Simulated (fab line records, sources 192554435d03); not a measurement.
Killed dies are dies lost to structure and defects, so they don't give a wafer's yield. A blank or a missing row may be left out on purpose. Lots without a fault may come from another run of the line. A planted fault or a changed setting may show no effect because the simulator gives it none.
fab line records | flow n5_finfet
record lots=24 wafers=72 last_day=17
route steps=1938 shown BEOL_M7@1296 BEOL_M8@1347
lots that met no fault: from a run of the same line without faults
start_h: hours from the record's first day to the start of the lot's first wafer shown | wait_h: hours since the lot's step before | " the same as in the row above | L1.1+2: a row that stands for several wafers | - no value, or no start given | * or withheld: withheld | < > ~ a bound
route shown NAME@n: a module of which the file shows steps, and the number in the route of the first | usual: mean/standard deviation of fault-free wafers | same: alike in all rows | chamber/n: place in a boat | sites: the reading at each site | _std_site: their standard deviation | _edge_site: outer sites' mean less inner sites' | radius_mm: how far each site lies from the wafer's centre | mask NAME#n: copy n | behind: the tool/chamber that last shaped the wafer | hold: why the lot was held/for how many hours/how that ended | device: the transistor (n, p or np) that didn't switch | end of line: the same wafers' tests at the end of the route | a step without rows: its recipe alone | killed: dies lost to structure and defects at the first sort, not the wafer's yield | map: a wafer's dies, x killed, . not, _ none there
set.NAME: the setting as run; set.NAME@STEP: as run at that earlier step | model.NAME: the simulator's own value behind a step, which no gauge read
steps of the route over a sample of lots; a table a step, a row a wafer
services: from which hour (start_h, from the record's first day; less than 0 if before it) a tool's chamber was out of use, for how many hours, and why
## steps
# step N5_BEOL_M7_CD_MEAS_28
# recipe target_cd_nm=40 landing_energy_ev=500 detector=se_inlens
# usual cd_nm=40.02/0.23
# columns lot.wafer tool chamber start_h wait_h cd_nm
L074.4 cd_sem-02 0 181.21 - 39.84
L074.5 " 0 " " 40.37
L074.6 " 0 " " 39.73
L075.1 cd_sem-02 0 196.93 - 40.37
L075.3 " 0 " " 39.85
L075.6 " 0 " " 40.35
L076.1 cd_sem-03 0 206.13 - 39.77
L076.3 " 0 " " 39.50
L076.5 " 0 " " 39.71
L077.1 cd_sem-03 0 206.30 - 40.18
L077.2 " 0 " " 39.80
L077.5 " 0 " " 40.25
L078.1 cd_sem-03 0 223.90 - 39.90
L078.3 " 0 " " 40.07
L078.5 " 0 " " 40.35
L080.1 cd_sem-01 0 224.06 - 39.78
L080.4 " 0 " " 40.03
L080.6 " 0 " " 39.83
L079.2 cd_sem-03 0 224.91 - 40.47
L079.4 " 0 " " 40.14
L079.5 " 0 " " 40.40
L081.3 cd_sem-01 0 226.87 - 39.74
L081.4 " 0 " " 39.93
L081.5 " 0 " " 39.80
L082.2 cd_sem-02 0 247.66 - 40.01
L082.3 " 0 " " 39.71
L082.6 " 0 " " 40.22
L083.3 cd_sem-02 0 251.30 - 39.79
L083.4 " 0 " " 39.96
L083.5 " 0 " " 40.13
L084.4 cd_sem-03 0 253.45 - 39.83
L084.5 " 0 " " 39.83
L084.6 " 0 " " 40.01
L085.2 cd_sem-02 0 255.99 - 40.04
L085.4 " 0 " " 39.84
L085.5 " 0 " " 39.60
L087.1 cd_sem-03 0 259.07 - 39.92
L087.2 " 0 " " 40.20
L087.3 " 0 " " 39.76
L086.1 cd_sem-02 0 259.39 - 39.91
L086.2 " 0 " " 39.91
L086.6 " 0 " " 40.09
L088.1 cd_sem-01 0 278.43 - 40.43
L088.4 " 0 " " 40.33
L088.5 " 0 " " 39.75
L089.1 cd_sem-01 0 281.80 - 40.28
L089.3 " 0 " " 39.94
L089.6 " 0 " " 39.68
L090.3 cd_sem-01 0 289.24 - 39.91
L090.4 " 0 " " 39.98
L090.6 " 0 " " 40.35
L091.1 cd_sem-03 0 301.06 - 40.04
L091.2 " 0 " " 40.05
L091.6 " 0 " " 39.71
L092.1 cd_sem-01 0 312.92 - 39.84
L092.2 " 0 " " 40.31
L092.3 " 0 " " 39.73
L095.1 cd_sem-03 0 322.58 - 40.38
L095.4 " 0 " " 40.18
L095.5 " 0 " " 40.26
L093.3 cd_sem-03 0 324.35 - 40.24
L093.4 " 0 " " 40.32
L093.6 " 0 " " 40.76
L097.2 cd_sem-02 0 324.83 - 40.23
L097.3 " 0 " " 39.82
L097.6 " 0 " " 40.07
L094.1 cd_sem-01 0 330.07 - 39.85
L094.4 " 0 " " 40.34
L094.6 " 0 " " 40.30
L096.3 cd_sem-01 0 338.83 - 39.89
L096.4 " 0 " " 40.12
L096.6 " 0 " " 40.18
# step N5_BEOL_M7_STRIP_36
# recipe chemistry=N2/H2 power_w=450 temp_c=40 pressure_mtorr=20 rf_frequency_hz=6e+07 overash_fraction=0.3 bias_power_w=7 h2_frac=0.5 n2_flow_sccm=200 h2_flow_sccm=200
# usual drypump_motor_current_A=5.7/0.51 n2_flow_sccm=200.0/0.64 oes_product_au=0.80/0.083 rf_vpp_V=59.1/1.4 showerhead_plenum_p_Torr=2.51/0.081 throttle_valve_pct=23.53/0.25
# columns lot.wafer tool chamber start_h wait_h drypump_motor_current_A n2_flow_sccm oes_product_au rf_hours_counter_h rf_vpp_V showerhead_plenum_p_Torr throttle_valve_pct
L074.4 rie_diel-06 0 181.56 0.0 5.8 198.8 0.95 13 60.2 2.48 23.15
L074.5 " 3 " " 5.9 198.6 0.86 - 58.5 2.47 23.40
L074.6 " 0 " " 5.8 199.1 0.94 - 60.0 2.49 23.12
L075.1 rie_diel-01 2 197.29 0.0 4.9 200.2 0.81 78 59.0 2.47 23.58
L075.3 " 1 " " 5.8 199.5 0.75 153 57.4 2.44 23.31
L075.6 " 3 " " 4.7 199.6 0.84 - 56.7 2.46 23.41
L076.1 rie_diel-02 1 206.49 0.0 6.0 199.3 0.95 11 61.8 2.48 23.30
L076.3 " 0 " " 5.9 201.2 0.71 229 60.9 2.50 23.63
L076.5 " 2 " " 6.0 200.0 0.94 - 62.5 2.48 23.54
L077.1 rie_diel-06 0 206.82 0.0 5.8 199.8 0.93 21 59.0 2.48 23.16
L077.2 " 2 " " 5.6 200.2 0.69 225 57.4 2.51 23.47
L077.5 " 3 " " 5.9 200.7 0.84 - 57.5 2.46 23.42
L078.1 rie_diel-06 1 225.04 0.0 6.7 200.5 0.87 61 57.9 2.68 23.73
L078.3 " 0 " " 5.8 200.2 0.91 29 58.0 2.48 23.14
L078.5 " 1 " " 6.7 199.8 0.86 - 59.8 2.68 23.71
L080.1 rie_diel-01 2 225.45 0.0 4.9 200.0 0.81 87 57.4 2.47 23.53
L080.4 " 0 " " 5.7 199.2 0.74 162 59.2 2.64 24.07
L080.6 " 1 " " 5.8 199.9 0.72 - 59.0 2.43 23.33
L079.2 rie_diel-01 1 225.85 0.0 5.8 200.1 0.75 162 59.5 2.43 23.33
L079.4 " 3 " " 4.7 198.3 0.81 106 57.5 2.46 23.42
L079.5 " 0 " " 5.8 200.5 0.73 - 60.9 2.64 24.09
L081.3 rie_diel-01 3 228.59 0.0 4.7 199.4 0.82 107 57.9 2.46 23.43
L081.4 " 2 " " 4.9 199.3 0.81 88 56.8 2.47 23.55
L081.5 " 1 " " 5.8 200.4 0.74 - 56.3 2.43 23.33
L082.2 rie_diel-06 1 248.01 0.0 6.6 199.4 0.84 68 62.0 2.68 23.72
L082.3 " 0 " " 5.8 199.6 0.91 36 59.5 2.48 23.17
L082.6 " 3 " " 5.9 199.8 0.81 - 60.8 2.46 23.43
L083.3 rie_diel-01 0 251.65 0.0 5.8 198.2 0.75 171 59.6 2.64 24.05
L083.4 " 3 " " 4.7 200.4 0.81 113 59.8 2.45 23.44
L083.5 " 1 " " 5.8 200.5 0.74 - 60.8 2.43 23.36
L084.4 rie_diel-06 1 253.80 0.0 6.7 200.7 0.83 70 57.0 2.67 23.76
L084.5 " 0 " " 5.8 199.7 0.90 - 57.5 2.47 23.18
L084.6 " 1 " " 6.6 200.8 0.85 - 60.4 2.68 23.75
L085.2 rie_diel-02 1 256.34 0.0 6.0 200.3 0.92 23 58.3 2.48 23.32
L085.4 " 0 " " 6.0 200.0 0.70 241 59.2 2.50 23.65
L085.5 " 2 " " 6.0 199.0 0.91 - 60.5 2.48 23.53
L087.1 rie_diel-01 0 259.42 0.0 5.7 200.4 0.73 174 59.3 2.64 24.09
L087.2 " 2 " " 4.9 199.4 0.79 99 57.4 2.46 23.58
L087.3 " 1 " " 5.8 200.5 0.74 174 59.0 2.43 23.37
L086.1 rie_diel-06 2 260.07 0.0 5.7 199.7 0.67 245 59.5 2.50 23.47
L086.2 " 3 " " 5.9 201.2 0.82 80 57.8 2.46 23.44
L086.6 " 2 " " 5.7 200.9 0.68 - 59.6 2.50 23.48
L088.1 rie_diel-02 2 279.03 0.0 6.0 200.5 0.91 41 57.0 2.47 23.57
L088.4 " 3 " " 5.6 199.3 0.68 233 58.5 2.62 23.81
L088.5 " 3 " " 5.6 200.1 0.68 - 59.0 2.62 23.84
L089.1 rie_diel-01 3 282.24 0.0 4.7 199.5 0.79 124 60.9 2.45 23.47
L089.3 " 2 " " 5.0 199.7 0.79 107 59.2 2.46 23.58
L089.6 " 0 " " 5.8 200.4 0.73 - 58.5 2.63 24.12
L090.3 rie_diel-01 0 289.92 0.0 5.7 200.3 0.72 185 59.9 2.63 24.12
L090.4 " 2 " " 5.0 200.1 0.78 110 58.3 2.46 23.59
L090.6 " 1 " " 5.8 199.6 0.71 - 61.1 2.42 23.37
L091.1 rie_diel-06 1 301.41 0.0 6.6 200.5 0.84 80 62.0 2.67 23.75
L091.2 " 2 " " 5.6 199.9 0.67 252 57.5 2.50 23.44
L091.6 " 2 " " 5.6 198.9 0.67 - 59.1 2.50 23.47
L092.1 rie_diel-02 1 313.28 0.0 6.1 200.7 0.89 44 59.8 2.47 23.35
L092.2 " 2 " " 6.0 200.4 0.88 55 59.4 2.47 23.60
L092.3 " 3 " " 5.6 200.4 0.69 246 58.9 2.61 23.84
L095.1 rie_diel-02 1 323.07 0.0 6.0 200.8 0.88 47 60.0 2.47 23.33
L095.4 " 3 " " 5.6 200.6 0.66 249 58.4 2.61 23.86
L095.5 " 1 " " 6.1 199.0 0.86 - 59.3 2.47 23.35
L093.3 rie_diel-06 3 324.89 0.0 5.9 199.9 0.80 97 58.5 2.45 23.46
L093.4 " 0 " " 5.8 200.0 0.88 - 59.6 2.47 23.21
L093.6 " 3 " " 5.9 200.2 0.80 - 59.8 2.45 23.47
L097.2 rie_diel-06 3 325.29 0.0 5.9 200.5 0.79 97 57.9 2.45 23.45
L097.3 " 1 " " 6.6 200.1 0.84 88 59.0 2.67 23.78
L097.6 " 3 " " 5.9 201.5 0.79 - 61.1 2.45 23.48
L094.1 rie_diel-01 1 330.52 0.0 5.7 199.3 0.71 199 58.8 2.42 23.38
L094.4 " 3 " " 4.7 199.5 0.78 141 57.4 2.44 23.47
L094.6 " 1 " " 5.8 200.5 0.72 - 58.1 2.42 23.37
L096.3 rie_diel-01 2 339.35 0.0 5.0 200.7 0.77 120 60.1 2.45 23.57
L096.4 " 1 " " 5.7 200.3 0.71 202 60.2 2.42 23.39
L096.6 " 0 " " 5.7 199.8 0.71 - 59.9 2.62 24.13
# step N5_BEOL_M7_THK_MEAS_53
# recipe thk_meas_gauge=xrf reads=Cu_of_BEOL_M7_ECD_50
# usual M7_THK=80.1/1.5
# columns lot.wafer tool chamber start_h wait_h M7_THK[nm]
L074.4 film_metro-02 - 184.04 - 81.8
L074.5 " - " " 79.8
L074.6 " - " " 81.5
L075.1 film_metro-02 - 200.82 - 82.4
L075.3 " - " " 78.9
L075.6 " - " " 83.2
L076.1 film_metro-02 - 209.08 - 80.9
L076.3 " - " " 78.9
L076.5 " - " " 82.3
L077.1 film_metro-01 - 210.05 - 82.3
L077.2 " - " " 78.2
L077.5 " - " " 80.9
L078.1 film_metro-02 - 227.29 - 80.1
L078.3 " - " " 81.4
L078.5 " - " " 80.4
L080.1 film_metro-01 - 228.05 - 81.1
L080.4 " - " " 79.2
L080.6 " - " " 77.9
L079.2 film_metro-01 - 228.18 - 80.5
L079.4 " - " " 82.7
L079.5 " - " " 81.1
L081.3 film_metro-02 - 231.53 - 80.2
L081.4 " - " " 82.0
L081.5 " - " " 80.0
L082.2 film_metro-01 - 250.87 - 80.3
L082.3 " - " " 83.1
L082.6 " - " " 80.5
L083.3 film_metro-01 - 254.33 - 77.6
L083.4 " - " " 80.3
L083.5 " - " " 79.0
L084.4 film_metro-01 - 257.82 - 78.9
L084.5 " - " " 79.7
L084.6 " - " " 79.5
L085.2 film_metro-02 - 258.76 - 81.4
L085.4 " - " " 80.8
L085.5 " - " " 80.7
L087.1 film_metro-01 - 262.33 - 79.3
L087.2 " - " " 82.4
L087.3 " - " " 79.1
L086.1 film_metro-01 - 263.07 - 77.2
L086.2 " - " " 81.4
L086.6 " - " " 78.1
L088.1 film_metro-01 - 283.04 - 82.7
L088.4 " - " " 78.8
L088.5 " - " " 76.9
L089.1 film_metro-02 - 287.15 - 79.8
L089.3 " - " " 81.4
L089.6 " - " " 78.9
L090.3 film_metro-02 - 293.92 - 79.0
L090.4 " - " " 79.5
L090.6 " - " " 77.5
L091.1 film_metro-02 - 305.41 - 79.3
L091.2 " - " " 79.3
L091.6 " - " " 79.1
L092.1 film_metro-02 - 316.86 - 80.5
L092.2 " - " " 81.2
L092.3 " - " " 78.8
L095.1 film_metro-01 - 325.66 - 80.5
L095.4 " - " " 78.6
L095.5 " - " " 82.6
L093.3 film_metro-01 - 328.02 - 81.9
L093.4 " - " " 82.3
L093.6 " - " " 82.5
L097.2 film_metro-01 - 328.68 - 80.6
L097.3 " - " " 80.4
L097.6 " - " " 80.6
L094.1 film_metro-02 - 333.10 - 78.8
L094.4 " - " " 80.2
L094.6 " - " " 78.9
L096.3 film_metro-02 - 342.93 - 79.9
L096.4 " - " " 78.0
L096.6 " - " " 77.2
# step N5_BEOL_M8_INSPECT_13
# recipe mode=adi inspect_instrument=brightfield
# usual raw_defect_count=469/120
# columns lot.wafer tool chamber start_h wait_h raw_defect_count
L074.4 defect_inspect-01 - 186.84 0.0 413
L074.5 " - " " 342
L074.6 " - " " 313
L075.1 defect_inspect-02 - 203.48 0.0 571
L075.3 " - " " 525
L075.6 " - " " 535
L076.1 defect_inspect-02 - 212.18 0.0 391
L076.3 " - " " 653
L076.5 " - " " 426
L077.1 defect_inspect-01 - 212.44 0.0 454
L077.2 " - " " 404
L077.5 " - " " 341
L078.1 defect_inspect-01 - 229.41 0.0 312
L078.3 " - " " 349
L078.5 " - " " 530
L080.1 defect_inspect-02 - 230.17 0.0 508
L080.4 " - " " 547
L080.6 " - " " 440
L079.2 defect_inspect-02 - 230.37 0.0 380
L079.4 " - " " 366
L079.5 " - " " 467
L081.3 defect_inspect-01 - 233.32 0.0 418
L081.4 " - " " 530
L081.5 " - " " 460
L082.2 defect_inspect-01 - 252.73 0.0 419
L082.3 " - " " 462
L082.6 " - " " 485
L083.3 defect_inspect-02 - 257.47 0.0 582
L083.4 " - " " 478
L083.5 " - " " 457
L084.4 defect_inspect-01 - 260.63 0.0 876
L084.5 " - " " 676
L084.6 " - " " 471
L085.2 defect_inspect-02 - 260.79 0.0 483
L085.4 " - " " 516
L085.5 " - " " 345
L087.1 defect_inspect-01 - 264.84 0.0 601
L087.2 " - " " 419
L087.3 " - " " 562
L086.1 defect_inspect-01 - 266.42 0.0 669
L086.2 " - " " 444
L086.6 " - " " 617
L088.1 defect_inspect-02 - 286.91 0.2 430
L088.4 " - " " 462
L088.5 " - " " 282
L089.1 defect_inspect-02 - 289.91 0.1 433
L089.3 " - " " 305
L089.6 " - " " 379
L090.3 defect_inspect-01 - 295.48 0.0 511
L090.4 " - " " 477
L090.6 " - " " 418
L091.1 defect_inspect-01 - 309.04 0.0 370
L091.2 " - " " 374
L091.6 " - " " 478
L092.1 defect_inspect-02 - 319.00 0.0 420
L092.2 " - " " 340
L092.3 " - " " 372
L095.1 defect_inspect-02 - 328.05 0.0 364
L095.4 " - " " 428
L095.5 " - " " 326
L093.3 defect_inspect-01 - 331.23 0.0 603
L093.4 " - " " 387
L093.6 " - " " 374
L097.2 defect_inspect-01 - 331.26 0.0 632
L097.3 " - " " 423
L097.6 " - " " 600
L094.1 defect_inspect-02 - 336.43 0.0 519
L094.4 " - " " 405
L094.6 " - " " 823
L096.3 defect_inspect-02 - 344.67 0.0 525
L096.4 " - " " 485
L096.6 " - " " 430
# step N5_BEOL_M8_DESCUM_16
# recipe chemistry=O2 time_s=7.9 source_power_w=50 bias_power_w=20 pressure_mtorr=20 rf_frequency_hz=2.712e+07 temp_c=40 resist=CAR-ArF o2_flow_sccm=225
# usual drypump_motor_current_A=5.8/0.31 oes_product_au=0.79/0.089 rf_vpp_V=243.4/1.3 showerhead_plenum_p_Torr=2.11/0.068 throttle_valve_pct=20.43/0.25
# columns lot.wafer tool chamber start_h wait_h drypump_motor_current_A oes_product_au rf_hours_counter_h rf_vpp_V showerhead_plenum_p_Torr throttle_valve_pct
L074.4 rie_diel-05 2 186.97 0.1 5.5 0.84 54 242.8 2.13 20.36
L074.5 " 1 " " 5.5 0.70 - 244.2 2.17 20.52
L074.6 " 0 " " 5.6 0.85 - 247.0 2.22 20.09
L075.1 rie_diel-03 0 203.52 0.0 5.7 0.67 241 244.6 2.15 20.74
L075.3 " 3 " " 5.5 0.72 188 243.2 2.09 20.81
L075.6 " 3 " " 5.5 0.71 - 243.4 2.09 20.80
L076.1 rie_diel-05 1 212.22 0.0 5.5 0.68 196 244.3 2.17 20.51
L076.3 " 0 " " 5.6 0.84 49 246.3 2.22 20.10
L076.5 " 1 " " 5.5 0.70 - 244.9 2.17 20.52
L077.1 rie_diel-03 3 212.48 0.0 5.5 0.72 190 243.4 2.09 20.80
L077.2 " 1 " " 5.4 0.73 177 241.5 2.00 20.02
L077.5 " 2 " " 5.7 0.86 - 243.6 2.22 20.15
L078.1 rie_diel-05 3 229.47 0.1 5.8 0.81 72 242.0 2.04 20.40
L078.3 " 2 " " 5.5 0.83 71 244.8 2.12 20.37
L078.5 " 0 " " 5.6 0.84 - 246.6 2.21 20.08
L080.1 rie_diel-03 1 230.55 0.4 5.4 0.73 184 242.6 2.00 20.05
L080.4 " 1 " " 5.5 0.72 - 240.4 2.00 20.05
L080.6 " 3 " " 5.5 0.72 - 242.5 2.08 20.81
L079.2 rie_diel-05 2 230.70 0.3 5.5 0.83 71 245.0 2.12 20.38
L079.4 " 3 " " 5.8 0.83 72 243.0 2.04 20.40
L079.5 " 1 " " 5.5 0.68 - 244.1 2.16 20.56
L081.3 rie_diel-05 3 233.35 0.0 5.8 0.82 73 242.5 2.04 20.39
L081.4 " 2 " " 5.5 0.83 72 244.0 2.12 20.38
L081.5 " 1 " " 5.5 0.69 - 243.9 2.16 20.57
L082.2 rie_diel-03 0 252.76 0.0 5.6 0.99 3 243.2 2.15 20.39
L082.3 " 1 " " 5.4 0.72 194 241.2 1.99 20.06
L082.6 " 0 " " 5.6 0.99 - 242.9 2.15 20.39
L083.3 rie_diel-05 2 257.54 0.1 5.5 0.82 81 243.2 2.12 20.39
L083.4 " 3 " " 5.9 0.82 - 242.9 2.03 20.40
L083.5 " 1 " " 5.5 0.69 - 243.9 2.16 20.55
L084.4 rie_diel-05 1 260.68 0.0 5.5 0.69 - 244.9 2.16 20.57
L084.5 " 2 " " 5.5 0.82 - 243.3 2.12 20.38
L084.6 " 3 " " 5.8 0.81 - 240.3 2.03 20.42
L085.2 rie_diel-03 2 260.82 0.0 5.8 0.84 77 245.6 2.21 20.18
L085.4 " 1 " " 5.5 0.72 197 241.9 1.99 20.05
L085.5 " 3 " " 5.5 0.71 - 242.2 2.08 20.84
L087.1 rie_diel-04 1 264.87 0.0 6.4 0.92 21 242.7 2.14 20.43
L087.2 " 3 " " 6.3 0.73 210 242.1 2.07 20.71
L087.3 " 0 " " 6.2 1.00 2 244.6 2.16 20.25
L086.1 rie_diel-05 2 266.46 0.0 5.5 0.81 85 242.7 2.12 20.39
L086.2 " 1 " " 5.5 0.68 218 242.9 2.16 20.59
L086.6 " 3 " " 5.8 0.81 - 241.0 2.03 20.41
L088.1 rie_diel-04 1 286.94 0.0 6.4 0.91 28 243.2 2.14 20.42
L088.4 " 0 " " 6.3 0.98 7 244.7 2.16 20.25
L088.5 " 2 " " 6.1 0.72 - 242.1 2.06 20.83
L089.1 rie_diel-05 1 289.95 0.0 5.5 0.68 226 244.3 2.16 20.57
L089.3 " 0 " " 5.6 0.82 71 243.6 2.21 20.14
L089.6 " 2 " " 5.5 0.80 - 242.6 2.11 20.41
L090.3 rie_diel-03 0 295.51 0.0 5.7 0.95 16 243.2 2.14 20.41
L090.4 " 3 " " 5.6 0.70 221 242.1 2.07 20.86
L090.6 " 1 " " 5.4 0.71 - 240.4 1.99 20.08
L091.1 rie_diel-04 1 309.18 0.1 6.4 0.90 35 244.7 2.14 20.45
L091.2 " 2 " " 6.1 0.72 211 243.3 2.06 20.83
L091.6 " 0 " " 6.2 0.96 - 243.4 2.15 20.27
L092.1 rie_diel-04 3 319.03 0.0 6.3 0.71 229 242.8 2.06 20.75
L092.2 " 2 " " 6.1 0.72 215 242.9 2.06 20.82
L092.3 " 1 " " 6.4 0.89 39 243.7 2.14 20.44
L095.1 rie_diel-04 0 328.35 0.3 6.2 0.93 21 243.5 2.15 20.28
L095.4 " 0 " " 6.3 0.93 - 243.8 2.15 20.29
L095.5 " 3 " " 6.3 0.70 - 241.2 2.06 20.75
L093.3 rie_diel-05 1 331.43 0.2 5.5 0.67 240 243.1 2.15 20.60
L093.4 " 0 " " 5.7 0.80 85 245.1 2.20 20.14
L093.6 " 2 " " 5.5 0.79 - 243.2 2.11 20.42
L097.2 rie_diel-03 2 331.52 0.3 5.8 0.82 102 245.2 2.20 20.22
L097.3 " 1 " " 5.5 0.71 220 241.6 1.98 20.10
L097.6 " 1 " " 5.4 0.70 - 242.0 1.98 20.10
L094.1 rie_diel-03 0 336.47 0.0 5.7 0.91 31 244.1 2.14 20.42
L094.4 " 1 " " 5.4 0.70 - 240.4 1.98 20.10
L094.6 " 2 " " 5.8 0.82 - 244.1 2.20 20.23
L096.3 rie_diel-04 3 344.70 0.0 6.3 0.70 240 242.6 2.05 20.77
L096.4 " 0 " " 6.3 0.93 23 243.6 2.15 20.28
L096.6 " 2 " " 6.1 0.70 - 242.9 2.06 20.86
# step N5_BEOL_M8_TRENCH_ETCH_37
# recipe chemistry=C4F6/O2 target_depth_a=934.78 target=SiCOH_lowk time_s=31.2 ion_energy_ev=250 pressure_mtorr=30 source_w=345 bias_w=185 Ar_flow_sccm=300 C4F6_flow_sccm=10 O2_flow_sccm=10
# usual O2_flow_sccm=10.000/0.028 drypump_motor_current_A=5.77/0.3 oes_product_au=0.78/0.084 rf_vpp_V=667/9.2 showerhead_plenum_p_Torr=2.87/0.088 throttle_valve_pct=20.91/0.23
# columns lot.wafer tool chamber start_h wait_h O2_flow_sccm drypump_motor_current_A oes_product_au rf_hours_counter_h rf_vpp_V showerhead_plenum_p_Torr throttle_valve_pct
L074.4 rie_diel-04 2 - - 9.991 6.06 0.75 165 667 2.82 21.24
L074.5 " 1 " " 9.983 6.45 0.68 - 661 2.92 21.23
L074.6 " 0 " " 9.939 6.26 0.71 - 675 2.92 20.95
L075.1 rie_diel-04 0 - - 9.949 6.31 0.70 236 675 2.91 20.97
L075.3 " 2 " " 10.034 6.07 0.74 172 668 2.82 21.27
L075.6 " 2 " " 9.949 6.07 0.74 - 667 2.82 21.26
L076.1 rie_diel-05 2 - - 9.978 5.53 0.83 65 682 2.87 20.81
L076.3 " 1 " " 10.032 5.51 0.69 198 677 2.93 20.97
L076.5 " 3 " " 10.000 5.84 0.84 - 652 2.77 20.86
L077.1 rie_diel-04 0 - - 9.973 6.27 0.70 241 675 2.91 20.97
L077.2 " 2 " " 9.983 6.06 0.74 177 669 2.82 21.28
L077.5 " 2 " " 9.983 6.06 0.75 - 667 2.82 21.26
L078.1 rie_diel-03 2 - - 9.994 5.78 0.86 65 670 3.00 20.63
L078.3 " 3 " " 9.992 5.58 0.71 197 664 2.82 21.25
L078.5 " 2 " " 10.016 5.79 0.87 - 670 3.00 20.63
L080.1 rie_diel-03 2 - - 9.976 5.76 0.85 66 670 3.00 20.61
L080.4 " 1 " " 10.034 5.39 0.72 - 654 2.72 20.50
L080.6 " 3 " " 10.003 5.58 0.70 - 665 2.82 21.24
L079.2 rie_diel-05 3 - - 10.037 5.84 0.81 74 654 2.77 20.84
L079.4 " 2 " " 10.055 5.49 0.83 72 680 2.87 20.82
L079.5 " 0 " " 9.992 5.67 0.84 - 662 3.02 20.70
L081.3 rie_diel-04 3 - - 10.020 6.25 0.74 198 661 2.82 21.24
L081.4 " 1 " " 9.975 6.40 0.97 9 661 2.92 20.89
L081.5 " 2 " " 10.016 6.06 0.74 - 668 2.82 21.26
L082.2 rie_diel-03 3 - - 9.997 5.58 0.70 207 664 2.82 21.25
L082.3 " 2 " " 9.984 5.76 0.85 75 671 2.99 20.65
L082.6 " 3 " " 9.965 5.57 0.71 - 663 2.82 21.26
L083.3 rie_diel-03 1 - - 10.002 5.45 0.73 196 654 2.71 20.53
L083.4 " 0 " " 9.984 5.64 1.00 5 677 2.91 20.83
L083.5 " 2 " " 9.950 5.74 0.84 - 670 2.99 20.65
L084.4 rie_diel-04 0 - - 9.970 6.17 1.01 2 674 2.91 20.60
L084.5 " 0 " " 10.003 6.24 1.00 - 676 2.91 20.62
L084.6 " 1 " " 9.979 6.43 0.93 - 661 2.91 20.91
L085.2 rie_diel-05 2 - - 10.020 5.51 0.82 83 678 2.87 20.84
L085.4 " 2 " " 9.998 5.52 0.81 - 680 2.87 20.84
L085.5 " 3 " " 10.020 5.83 0.80 - 653 2.76 20.89
L087.1 rie_diel-03 3 - - 9.999 5.56 0.70 211 663 2.82 21.26
L087.2 " 0 " " 10.025 5.67 0.97 7 678 2.91 20.85
L087.3 " 1 " " 10.010 5.44 0.71 199 655 2.71 20.52
L086.1 rie_diel-05 1 - - 10.080 5.48 0.68 219 676 2.92 21.01
L086.2 " 2 " " 9.999 5.51 0.80 85 681 2.86 20.84
L086.6 " 2 " " 9.952 5.48 0.80 - 679 2.86 20.85
L088.1 rie_diel-05 0 - - 10.004 5.67 0.82 71 661 3.01 20.73
L088.4 " 2 " " 9.991 5.50 0.80 92 679 2.86 20.84
L088.5 " 2 " " 9.979 5.51 0.80 - 680 2.86 20.86
L089.1 rie_diel-05 0 - - 9.967 5.63 0.82 72 662 3.01 20.72
L089.3 " 1 " " 10.005 5.51 0.67 228 678 2.92 21.03
L089.6 " 2 " " 10.041 5.52 0.80 - 680 2.86 20.85
L090.3 rie_diel-03 2 - - 9.995 5.78 0.83 91 670 2.99 20.68
L090.4 " 1 " " 10.011 5.45 0.72 210 653 2.71 20.54
L090.6 " 3 " " 10.054 5.56 0.69 - 662 2.81 21.27
L091.1 rie_diel-05 2 - - 9.979 5.52 0.79 100 680 2.86 20.85
L091.2 " 0 " " 9.984 5.65 0.80 78 663 3.01 20.73
L091.6 " 2 " " 9.981 5.51 0.79 - 679 2.86 20.86
L092.1 rie_diel-04 2 - - 9.979 6.06 0.71 216 667 2.80 21.32
L092.2 " 0 " " 10.018 6.25 0.94 19 675 2.90 20.65
L092.3 " 3 " " 9.998 6.26 0.71 230 662 2.81 21.26
L095.1 rie_diel-05 0 - - 10.065 5.63 0.80 85 662 3.01 20.74
L095.4 " 2 " " 9.985 5.53 0.79 106 678 2.86 20.87
L095.5 " 1 " " 10.008 5.52 0.66 - 676 2.91 21.05
L093.3 rie_diel-05 2 - - 9.971 5.53 0.79 106 680 2.85 20.86
L093.4 " 0 " " 9.978 5.66 0.80 85 662 3.01 20.75
L093.6 " 1 " " 10.022 5.52 0.66 - 678 2.91 21.06
L097.2 rie_diel-03 0 - - 9.993 5.69 0.93 30 677 2.90 20.87
L097.3 " 2 " " 9.947 5.76 0.82 103 669 2.98 20.68
L097.6 " 1 " " 10.026 5.45 0.71 - 653 2.70 20.56
L094.1 rie_diel-05 1 - - 9.987 5.49 0.66 242 677 2.91 21.04
L094.4 " 3 " " 10.014 5.83 0.77 111 653 2.75 20.91
L094.6 " 3 " " 10.056 5.84 0.78 - 653 2.75 20.94
L096.3 rie_diel-05 0 - - 10.014 5.64 0.80 89 662 3.00 20.75
L096.4 " 2 " " 9.997 5.50 0.79 112 679 2.85 20.86
L096.6 " 2 " " 10.009 5.55 0.79 - 679 2.85 20.88
## services
# columns tool chamber start_h hours kind
rie_diel-04 1 198.07 - clean
rie_diel-04 1 198.07 - consumable_replace:focus_ring
rie_diel-04 1 198.07 16.8 scheduled_down
rie_diel-04 1 198.07 16.8 vent_cycle
rie_diel-02 - 215.56 14.6 pm
rie_diel-05 0 219.57 8.4 repair
rie_diel-03 0 230.47 - clean
rie_diel-03 0 230.47 - consumable_replace:focus_ring
rie_diel-03 0 230.47 17.0 scheduled_down
rie_diel-03 0 230.47 17.0 vent_cycle
rie_diel-01 - 231.04 0.4 repair
rie_diel-05 2 241.26 2.6 repair
rie_diel-04 0 242.74 - clean
rie_diel-05 0 255.58 11.1 repair
rie_diel-04 0 266.18 6.3 repair
rie_diel-06 - 276.05 14.6 pm
rie_diel-02 - 279.98 0.2 repair
rie_diel-05 - 299.94 2.8 pm
rie_diel-06 2 307.59 1.2 repair
rie_diel-02 0 316.35 5.3 repair
rie_diel-03 - 321.59 0.2 repair
rie_diel-03 3 327.58 11.6 repair
rie_diel-04 1 328.03 7.2 repair
rie_diel-06 2 335.32 3.3 repair
## key
fault none
